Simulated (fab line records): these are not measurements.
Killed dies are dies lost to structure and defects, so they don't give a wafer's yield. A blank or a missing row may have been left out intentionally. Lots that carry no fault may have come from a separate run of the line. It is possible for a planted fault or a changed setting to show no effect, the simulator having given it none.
Matching of chambers | flow n5Finfet | 3 sister chambers for N5_BEOL_M11_DEP_56 on pecvd-02
The step deposits SiCN from 3MS/NH3, target thk 30 nm, time 10.5 s. 6 wafers are shown with their chamber, then 9 later ones without.

== WAFERS PAIRED WITH THEIR CHAMBERS ==
wafer  | chamber | throttleValvePct (%) | showerheadPlenumPTorr (Torr)
L079.6 | 2       | 17.7                 | 4.178
L086.2 | 0       | 18.4                 | 4.178
L086.5 | 1       | 19.4                 | 4.197
L091.2 | 2       | 17.5                 | 4.170
L091.4 | 0       | 18.5                 | 4.180
L091.6 | 1       | 19.7                 | 4.192

== WAFERS WITH NO CHAMBER GIVEN ==
wafer  | throttleValvePct (%) | showerheadPlenumPTorr (Torr)
L090.1 | 18.4                 | 4.177
L090.5 | 19.7                 | 4.189
L090.6 | 18.5                 | 4.160
L097.1 | 18.6                 | 4.182
L097.4 | 18.0                 | 4.190
L097.5 | 18.6                 | 4.162
L096.1 | 17.7                 | 4.181
L096.2 | 18.5                 | 4.177
L096.3 | 17.9                 | 4.179

== WHICH CHAMBER EACH ONE RAN IN ==
wafer  | from the rows above     | in truth
L090.1 | 0                       | 0
L090.5 | 1                       | 1
L090.6 | 0                       | 0
L097.1 | 0                       | 0
L097.4 | can't be placed: 0 or 2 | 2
L097.5 | 0                       | 0
L096.1 | 2                       | 2
L096.2 | 0                       | 0
L096.3 | can't be placed: 2 or 0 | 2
Placed correctly: 7 of 9. Unplaceable from these rows: 2, with the true chamber sitting among the candidates in 2. Wrongly placed: 0.
How it was worked out, from the rows above alone: a wafer's distance from a chamber is the root of the sum, over the readings, of the square of ((its reading less the chamber's mean) divided by the reading's scatter). The wafer belongs to the nearest chamber; if the next one is less than 2 further off, it can't be placed. The mean given for a chamber averages the wafers shown for that chamber. The scatter: the root of (the sum of the squares of (reading less its chamber's mean) over the shown wafers, divided by (wafers less chambers)).
